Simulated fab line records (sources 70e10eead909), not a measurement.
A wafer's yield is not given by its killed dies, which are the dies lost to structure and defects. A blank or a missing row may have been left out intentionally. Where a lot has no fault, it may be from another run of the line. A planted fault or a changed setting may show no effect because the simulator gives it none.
fab line records ; flow nand_harc ; part 1 of 2: steps 1 to 3 of 6
record: lots: 22; wafers: 66; last_day: 24
route steps=1159 shown A_STAIRCASE@590
lots with no fault: from the same line, run without faults
start_h: start of the lot's first displayed wafer, in hours after the record's first day ; wait_h: time in hours since the lot's previous step ; " as in the row above ; L1.1+2: a row that stands for several wafers ; - no value present, or no start provided ; * or withheld: withheld ; < > ~ a bound
route shown NAME@n: NAME is a module with steps in the file, n the number in the route of the first one ; usual: mean/standard deviation of fault-free wafers ; same: alike in all rows ; chamber/n: place in a boat ; sites: each site's reading ; _std_site: the standard deviation of these ; _edge_site: mean of outer sites minus mean of inner sites ; radius_mm: for every site, how far away it sits from the centre of the wafer ; mask NAME#n: copy n ; behind: tool/chamber where the wafer was last shaped ; hold: what put the lot on hold/how long, in hours/how the hold closed ; device: transistor that didn't switch, given as n, p or np ; end of line: tests run on the same wafers once the route is complete ; a step without rows: its recipe alone ; killed: dies that structure and defects cost at the first sort, which is not the same as the wafer's yield ; map: dies across one wafer; x = killed, . = not, _ = none there
set.NAME: setting as actually run; set.NAME@STEP: the setting as run at that earlier step ; model.NAME: the simulator's own value behind a step, which no gauge read
the route's steps for a sample of lots (tables are steps, rows are wafers)
services: a tool's chamber out of use, with start hour (start_h, from the record's first day; less than 0 if before it), hours out, and reason
== steps ==
step: NHARC_A_STAIRCASE_TRIM_196
recipe: time_s: 211.2; o2_flow_sccm: 500; ar_flow_sccm: 0; bias_w: 0; chemistry: O2
usual: drypump_motor_current_A: 5.9/0.5; oes_product_au: 1.003/0.0072; rf_vpp_V: 57.8/0.97; showerhead_plenum_p_Torr: 3.49/0.18; throttle_valve_pct: 17.036/0.0092
lot.wafer;tool;chamber;start_h;wait_h;drypump_motor_current_A;oes_product_au;rf_hours_counter_h;rf_vpp_V;showerhead_plenum_p_Torr;throttle_valve_pct
L074.4;rie_diel-11;0;238.77;0.1;6.5;1.004;13;56.9;3.59;17.033
L074.5;rie_diel-11;3;238.77;0.1;5.5;1.000;-;59.3;3.29;17.046
L074.6;rie_diel-11;0;238.77;0.1;6.5;1.012;-;57.5;3.59;17.019
L075.4;rie_diel-03;1;254.91;0.1;6.4;1.001;13;55.7;3.34;17.036
L075.6;rie_diel-03;0;254.91;0.1;5.3;0.999;-;57.2;3.29;17.056
L075.5;rie_diel-03;1;254.91;0.1;6.4;1.003;-;58.3;3.34;17.031
L079.2;rie_diel-11;1;255.48;0.1;5.5;1.018;22;58.4;3.41;17.045
L079.6;rie_diel-11;2;255.48;0.1;5.4;1.015;-;58.0;3.64;17.033
L079.5;rie_diel-11;3;255.48;0.1;5.5;1.005;-;57.6;3.28;17.021
L076.4;rie_diel-11;2;257.81;0.1;5.4;1.009;23;57.7;3.64;17.019
L076.1;rie_diel-11;0;257.81;0.1;6.6;1.007;21;57.1;3.59;17.024
L076.3;rie_diel-11;1;257.81;0.1;5.5;1.004;23;56.9;3.41;17.057
L077.2;rie_diel-03;3;258.36;0.1;6.4;1.005;13;59.4;3.71;17.038
L077.1;rie_diel-03;1;258.36;0.1;6.4;1.005;15;58.1;3.33;17.042
L077.6;rie_diel-03;2;258.36;0.1;6.8;1.007;-;57.6;3.51;17.013
L078.1;rie_diel-11;3;264.08;0.1;5.4;1.014;24;57.4;3.28;17.034
L078.2;rie_diel-11;0;264.08;0.1;6.5;1.005;24;58.1;3.59;17.046
L078.5;rie_diel-11;2;264.08;0.1;5.4;0.993;-;59.0;3.64;17.049
L083.1;rie_diel-11;0;290.31;0.1;6.5;1.010;31;58.1;3.58;17.043
L083.2;rie_diel-11;2;290.31;0.1;5.4;1.004;32;59.0;3.63;17.034
L083.5;rie_diel-11;0;290.31;0.1;6.6;1.008;-;58.0;3.58;17.039
L080.3;rie_diel-03;3;295.69;0.1;6.4;1.002;26;57.7;3.71;17.030
L080.6;rie_diel-03;1;295.69;0.1;6.4;0.999;-;58.1;3.33;17.036
L080.5;rie_diel-03;2;295.69;0.1;6.8;0.999;-;57.8;3.50;17.032
L081.4;rie_diel-03;2;295.78;0.1;6.7;1.012;27;59.6;3.50;17.029
L081.2;rie_diel-03;1;295.78;0.1;6.4;1.001;27;56.0;3.33;17.031
L081.6;rie_diel-03;2;295.78;0.1;6.8;1.007;-;57.8;3.50;17.043
L082.1;rie_diel-11;2;300.73;0.1;5.4;0.994;39;58.6;3.63;17.027
L082.5;rie_diel-11;3;300.73;0.1;5.5;0.996;-;58.1;3.27;17.036
L082.4;rie_diel-11;2;300.73;0.1;5.4;0.995;-;57.7;3.63;17.036
L085.1;rie_diel-04;1;303.79;0.1;6.2;0.999;4;57.2;3.81;17.043
L085.3;rie_diel-04;0;303.79;0.1;6.0;1.014;3;56.9;3.60;17.042
L085.6;rie_diel-04;2;303.79;0.1;5.6;1.011;-;57.4;3.29;17.036
L084.1;rie_diel-03;0;305.15;0.1;5.3;0.989;33;57.0;3.28;17.037
L084.3;rie_diel-03;1;305.15;0.1;6.4;0.987;30;57.8;3.33;17.027
L084.2;rie_diel-03;2;305.15;0.1;6.7;1.003;31;58.9;3.50;17.039
L086.1;rie_diel-11;3;322.75;0.1;5.5;1.001;45;56.0;3.27;17.046
L086.2;rie_diel-11;1;322.75;0.1;5.5;0.999;46;57.1;3.40;17.045
L086.6;rie_diel-11;3;322.75;0.1;5.4;1.014;-;57.6;3.27;17.026
L087.1;rie_diel-04;3;323.86;0.1;6.0;0.994;11;58.9;3.69;17.024
L087.5;rie_diel-04;1;323.86;0.1;6.2;0.993;-;59.9;3.80;17.036
L087.6;rie_diel-04;2;323.86;0.1;5.6;1.003;-;56.4;3.29;17.029
L092.3;rie_diel-04;1;337.05;0.1;6.1;0.995;17;58.4;3.80;17.020
L092.2;rie_diel-04;3;337.05;0.1;6.1;0.990;15;57.9;3.69;17.024
L092.4;rie_diel-04;0;337.05;0.1;5.9;1.016;16;57.7;3.59;17.040
L091.3;rie_diel-11;0;340.76;0.1;6.5;0.992;49;59.2;3.57;17.033
L091.4;rie_diel-11;1;340.76;0.1;5.5;0.993;52;58.4;3.39;17.036
L091.6;rie_diel-11;2;340.76;0.1;5.4;0.987;-;58.4;3.62;17.015
L088.4;rie_diel-04;0;349.14;0.1;5.9;1.005;20;58.8;3.59;17.026
L088.1;rie_diel-04;1;349.14;0.1;6.2;0.995;21;59.5;3.80;17.032
L088.6;rie_diel-04;3;349.14;0.1;6.1;0.998;-;58.5;3.69;17.037
L093.1;rie_diel-11;2;352.64;0.1;5.4;0.994;56;58.2;3.62;17.053
L093.3;rie_diel-11;1;352.64;0.1;5.5;1.000;56;59.1;3.39;17.026
L093.6;rie_diel-11;3;352.64;0.1;5.5;0.998;-;55.1;3.27;17.049
L090.1;rie_diel-03;1;353.00;0.1;6.4;0.992;46;57.6;3.32;17.046
L090.3;rie_diel-03;2;353.00;0.1;6.8;1.011;48;58.6;3.49;17.042
L090.6;rie_diel-03;3;353.00;0.1;6.4;0.985;-;59.1;3.69;17.033
L094.3;rie_diel-04;3;359.65;0.1;6.1;0.994;23;59.3;3.68;17.047
L094.1;rie_diel-04;0;359.65;0.1;5.9;1.009;25;57.4;3.59;17.047
L094.4;rie_diel-04;1;359.65;0.1;6.2;1.009;26;57.8;3.79;17.032
L095.3;rie_diel-11;0;361.46;0.1;6.5;1.004;58;59.0;3.57;17.029
L095.4;rie_diel-11;2;361.46;0.1;5.4;1.000;62;58.2;3.62;17.035
L095.1;rie_diel-11;3;361.46;0.1;5.4;0.998;59;57.1;3.26;17.030
L097.4;rie_diel-03;0;370.86;0.1;5.3;1.000;58;56.8;3.27;17.047
L097.2;rie_diel-03;1;370.86;0.1;6.4;0.999;56;59.5;3.31;17.039
L097.5;rie_diel-03;0;370.86;0.1;5.3;1.006;-;57.4;3.27;17.030
step: NHARC_A_STAIRCASE_TRIM_200
recipe: time_s: 211.2; o2_flow_sccm: 500; ar_flow_sccm: 0; bias_w: 0; chemistry: O2
usual: drypump_motor_current_A: 5.9/0.5; oes_product_au: 1.001/0.0077; rf_vpp_V: 57.8/0.99; showerhead_plenum_p_Torr: 3.49/0.18; throttle_valve_pct: 17.037/0.01
lot.wafer;tool;chamber;start_h;wait_h;drypump_motor_current_A;oes_product_au;rf_hours_counter_h;rf_vpp_V;showerhead_plenum_p_Torr;throttle_valve_pct
L074.4;rie_diel-11;1;-;-;5.5;1.007;16;58.5;3.41;17.028
L074.6;rie_diel-11;2;-;-;5.4;1.005;-;56.6;3.64;17.038
L074.5;rie_diel-11;3;-;-;5.4;1.009;-;57.3;3.29;17.031
L075.4;rie_diel-03;1;-;-;6.4;0.999;13;58.1;3.34;17.052
L075.6;rie_diel-03;0;-;-;5.3;0.997;-;56.7;3.29;17.049
L075.5;rie_diel-03;1;-;-;6.4;0.999;-;58.1;3.34;17.037
L079.2;rie_diel-11;0;-;-;6.5;0.992;20;58.6;3.59;17.027
L079.6;rie_diel-11;0;-;-;6.5;1.001;-;57.7;3.59;17.040
L079.5;rie_diel-11;1;-;-;5.5;0.994;-;58.5;3.41;17.028
L076.3;rie_diel-11;0;-;-;6.5;0.998;21;57.8;3.59;17.044
L076.4;rie_diel-11;1;-;-;5.5;0.995;23;57.5;3.41;17.046
L076.1;rie_diel-11;2;-;-;5.4;0.998;23;57.6;3.64;17.032
L077.2;rie_diel-03;3;-;-;6.4;1.005;14;58.0;3.71;17.046
L077.1;rie_diel-03;0;-;-;5.2;1.002;16;57.0;3.29;17.026
L077.6;rie_diel-03;2;-;-;6.7;0.998;-;58.3;3.51;17.030
L078.1;rie_diel-11;2;-;-;5.4;1.007;26;57.8;3.64;17.034
L078.2;rie_diel-11;3;-;-;5.4;1.017;24;58.0;3.28;17.026
L078.5;rie_diel-11;1;-;-;5.5;1.000;-;57.3;3.41;17.028
L083.1;rie_diel-11;3;-;-;5.4;1.012;30;57.3;3.28;17.054
L083.2;rie_diel-11;1;-;-;5.5;0.997;33;57.5;3.40;17.041
L083.5;rie_diel-11;3;-;-;5.4;1.003;-;58.8;3.28;17.040
L080.3;rie_diel-03;1;-;-;6.4;0.995;29;58.1;3.33;17.056
L080.6;rie_diel-03;1;-;-;6.4;0.994;-;56.3;3.33;17.035
L080.5;rie_diel-03;2;-;-;6.8;1.007;-;57.9;3.50;17.042
L081.2;rie_diel-03;3;-;-;6.4;1.007;29;57.7;3.70;17.033
L081.4;rie_diel-03;2;-;-;6.7;1.010;30;57.9;3.50;17.030
L081.6;rie_diel-03;0;-;-;5.3;1.002;-;57.3;3.28;17.061
L082.1;rie_diel-11;3;-;-;5.5;0.999;38;56.6;3.27;17.045
L082.5;rie_diel-11;1;-;-;5.5;0.995;-;57.0;3.40;17.052
L082.4;rie_diel-11;2;-;-;5.4;1.005;-;58.3;3.63;17.035
L085.1;rie_diel-04;1;-;-;6.2;0.992;4;59.4;3.81;17.052
L085.3;rie_diel-04;3;-;-;6.1;0.990;4;59.3;3.70;17.030
L085.6;rie_diel-04;1;-;-;6.2;0.992;-;57.0;3.81;17.038
L084.2;rie_diel-03;1;-;-;6.4;0.995;31;57.0;3.33;17.033
L084.3;rie_diel-03;2;-;-;6.8;0.995;31;59.1;3.50;17.050
L084.1;rie_diel-03;3;-;-;6.4;1.003;31;58.6;3.70;17.039
L086.2;rie_diel-11;3;-;-;5.4;1.008;45;56.6;3.27;17.053
L086.1;rie_diel-11;0;-;-;6.5;1.003;43;58.1;3.58;17.044
L086.6;rie_diel-11;2;-;-;5.4;0.995;-;57.9;3.63;17.053
L087.1;rie_diel-04;1;-;-;6.2;1.006;13;58.1;3.80;17.037
L087.5;rie_diel-04;0;-;-;6.0;1.009;-;58.9;3.59;17.035
L087.6;rie_diel-04;1;-;-;6.2;1.003;-;59.5;3.80;17.039
L092.3;rie_diel-04;2;-;-;5.6;1.002;13;57.8;3.29;17.023
L092.2;rie_diel-04;3;-;-;6.0;1.002;15;59.0;3.69;17.022
L092.4;rie_diel-04;1;-;-;6.2;0.999;17;56.9;3.80;17.030
L091.4;rie_diel-11;0;-;-;6.5;1.011;49;58.7;3.57;17.036
L091.3;rie_diel-11;1;-;-;5.5;1.017;52;56.4;3.39;17.040
L091.6;rie_diel-11;3;-;-;5.4;1.009;-;58.4;3.27;17.044
L088.1;rie_diel-04;2;-;-;5.6;1.016;17;57.5;3.28;17.043
L088.4;rie_diel-04;3;-;-;6.0;0.992;19;58.2;3.69;17.031
L088.6;rie_diel-04;1;-;-;6.2;0.989;-;58.6;3.80;17.060
L093.3;rie_diel-11;0;-;-;6.5;1.008;53;57.9;3.57;17.053
L093.1;rie_diel-11;1;-;-;5.6;1.006;56;59.0;3.39;17.042
L093.6;rie_diel-11;3;-;-;5.4;1.013;-;55.9;3.27;17.033
L090.3;rie_diel-03;3;-;-;6.4;0.995;46;59.0;3.69;17.016
L090.1;rie_diel-03;1;-;-;6.4;1.002;46;57.3;3.32;17.030
L090.6;rie_diel-03;0;-;-;5.3;1.001;-;58.3;3.27;17.026
L094.1;rie_diel-04;2;-;-;5.6;1.016;22;58.8;3.28;17.058
L094.4;rie_diel-04;3;-;-;6.1;0.984;24;58.4;3.68;17.020
L094.3;rie_diel-04;1;-;-;6.2;0.991;26;58.2;3.79;17.029
L095.1;rie_diel-11;2;-;-;5.4;0.994;62;57.6;3.62;17.037
L095.4;rie_diel-11;3;-;-;5.4;0.995;59;57.3;3.26;17.028
L095.3;rie_diel-11;0;-;-;6.5;0.999;58;58.3;3.57;17.010
L097.4;rie_diel-03;2;-;-;6.8;1.008;60;59.3;3.49;17.033
L097.2;rie_diel-03;0;-;-;5.3;0.987;58;54.8;3.27;17.027
L097.5;rie_diel-03;2;-;-;6.8;0.996;-;56.9;3.49;17.042
step: NHARC_A_STAIRCASE_TRIM_222
recipe: time_s: 211.2; o2_flow_sccm: 500; ar_flow_sccm: 0; bias_w: 0; chemistry: O2
usual: drypump_motor_current_A: 6.0/0.5; oes_product_au: 1.002/0.0068; rf_vpp_V: 57.7/0.87; showerhead_plenum_p_Torr: 3.50/0.18; throttle_valve_pct: 17.036/0.0091
lot.wafer;tool;chamber;start_h;wait_h;drypump_motor_current_A;oes_product_au;rf_hours_counter_h;rf_vpp_V;showerhead_plenum_p_Torr;throttle_valve_pct
L074.4;rie_diel-11;3;-;-;5.4;1.009;15;56.9;3.29;17.050
L074.5;rie_diel-11;1;-;-;5.5;1.005;-;56.8;3.41;17.037
L074.6;rie_diel-11;2;-;-;5.4;0.994;-;57.8;3.64;17.011
L079.2;rie_diel-11;0;-;-;6.5;1.000;21;57.8;3.59;17.026
L079.5;rie_diel-11;3;-;-;5.4;0.990;-;57.1;3.28;17.030
L079.6;rie_diel-11;0;-;-;6.5;1.001;-;57.6;3.59;17.042
L075.4;rie_diel-03;0;-;-;5.3;0.991;15;57.1;3.29;17.042
L075.6;rie_diel-03;0;-;-;5.3;1.005;-;57.9;3.29;17.038
L075.5;rie_diel-03;1;-;-;6.4;1.002;-;56.7;3.33;17.034
L076.1;rie_diel-03;3;-;-;6.5;1.004;15;56.2;3.71;17.018
L076.4;rie_diel-03;1;-;-;6.4;1.005;17;56.8;3.33;17.021
L076.3;rie_diel-03;2;-;-;6.7;0.997;14;57.5;3.51;17.032
L077.1;rie_diel-11;1;-;-;5.5;0.995;25;57.0;3.41;17.046
L077.2;rie_diel-11;2;-;-;5.4;0.996;24;58.5;3.64;17.055
L077.6;rie_diel-11;3;-;-;5.4;1.005;-;58.0;3.28;17.038
L078.2;rie_diel-04;0;-;-;5.9;1.009;55;58.5;3.60;17.042
L078.1;rie_diel-04;2;-;-;5.6;1.000;58;57.6;3.30;17.021
L078.5;rie_diel-04;3;-;-;6.0;0.997;-;58.0;3.70;17.039
L083.2;rie_diel-03;2;-;-;6.8;0.997;26;58.2;3.51;17.029
L083.1;rie_diel-03;0;-;-;5.3;0.993;28;58.4;3.28;17.040
L083.5;rie_diel-03;1;-;-;6.4;0.993;-;57.9;3.33;17.033
L080.3;rie_diel-04;0;-;-;6.0;1.006;2;56.8;3.60;17.041
L080.5;rie_diel-04;1;-;-;6.2;1.011;-;57.7;3.81;17.037
L080.6;rie_diel-04;3;-;-;6.1;0.992;-;57.2;3.70;17.035
L081.2;rie_diel-04;3;-;-;6.1;0.998;2;58.6;3.70;17.034
L081.4;rie_diel-04;3;-;-;6.1;1.003;-;57.7;3.70;17.027
L081.6;rie_diel-04;0;-;-;5.9;1.015;-;59.0;3.60;17.047
L082.1;rie_diel-11;1;-;-;5.5;0.996;39;56.9;3.40;17.041
L082.4;rie_diel-11;3;-;-;5.4;1.004;39;57.1;3.27;17.034
L082.5;rie_diel-11;2;-;-;5.4;0.986;-;59.7;3.63;17.018
L085.1;rie_diel-03;1;-;-;6.4;1.004;31;57.0;3.33;17.035
L085.3;rie_diel-03;0;-;-;5.3;1.007;34;57.5;3.28;17.037
L085.6;rie_diel-03;2;-;-;6.8;0.999;-;57.9;3.50;17.023
L084.3;rie_diel-03;0;-;-;5.3;0.993;34;56.1;3.28;17.034
L084.2;rie_diel-03;1;-;-;6.4;0.992;31;57.2;3.33;17.030
L084.1;rie_diel-03;2;-;-;6.8;0.997;32;57.9;3.50;17.036
L086.1;rie_diel-04;1;-;-;6.1;0.987;14;57.6;3.80;17.057
L086.2;rie_diel-04;2;-;-;5.6;1.001;9;58.2;3.29;17.035
L086.6;rie_diel-04;0;-;-;6.0;1.011;-;59.2;3.59;17.036
L087.1;rie_diel-03;1;-;-;6.4;1.001;38;57.3;3.32;17.023
L087.6;rie_diel-03;3;-;-;6.4;0.995;-;58.8;3.70;17.046
L087.5;rie_diel-03;0;-;-;5.3;1.003;-;56.4;3.28;17.045
L092.4;rie_diel-03;3;-;-;6.4;1.005;42;57.8;3.70;17.024
L092.2;rie_diel-03;0;-;-;5.3;0.994;43;58.0;3.27;17.031
L092.3;rie_diel-03;2;-;-;6.8;1.001;45;57.2;3.49;17.029
L091.4;rie_diel-04;3;-;-;6.0;0.999;17;58.3;3.69;17.039
L091.3;rie_diel-04;0;-;-;6.0;1.009;18;58.9;3.59;17.049
L091.6;rie_diel-04;2;-;-;5.6;1.007;-;57.5;3.29;17.035
L088.1;rie_diel-04;0;-;-;6.0;1.010;21;58.9;3.59;17.051
L088.4;rie_diel-04;1;-;-;6.2;0.996;22;57.7;3.80;17.035
L088.6;rie_diel-04;0;-;-;6.0;1.000;-;57.9;3.59;17.031
L093.1;rie_diel-04;0;-;-;6.0;1.012;23;58.5;3.59;17.023
L093.3;rie_diel-04;2;-;-;5.6;1.010;20;56.1;3.28;17.025
L093.6;rie_diel-04;0;-;-;6.0;1.010;-;57.3;3.59;17.050
L090.3;rie_diel-11;3;-;-;5.4;1.011;56;57.5;3.26;17.043
L090.1;rie_diel-11;1;-;-;5.5;1.005;58;58.8;3.39;17.042
L090.6;rie_diel-11;2;-;-;5.4;1.009;-;57.2;3.62;17.050
L094.1;rie_diel-03;3;-;-;6.4;1.005;52;58.0;3.69;17.042
L094.4;rie_diel-03;0;-;-;5.3;0.994;53;57.0;3.27;17.027
L094.3;rie_diel-03;2;-;-;6.7;0.994;54;56.8;3.49;17.041
L095.1;rie_diel-03;0;-;-;5.2;1.007;55;57.9;3.27;17.028
L095.3;rie_diel-03;2;-;-;6.7;1.006;56;57.6;3.49;17.041
L095.4;rie_diel-03;3;-;-;6.4;1.009;54;58.1;3.69;17.041
L097.4;rie_diel-03;0;-;-;5.3;0.995;60;56.4;3.27;17.038
L097.2;rie_diel-03;1;-;-;6.4;0.991;58;58.1;3.31;17.029
L097.5;rie_diel-03;0;-;-;5.3;1.003;-;56.5;3.27;17.033
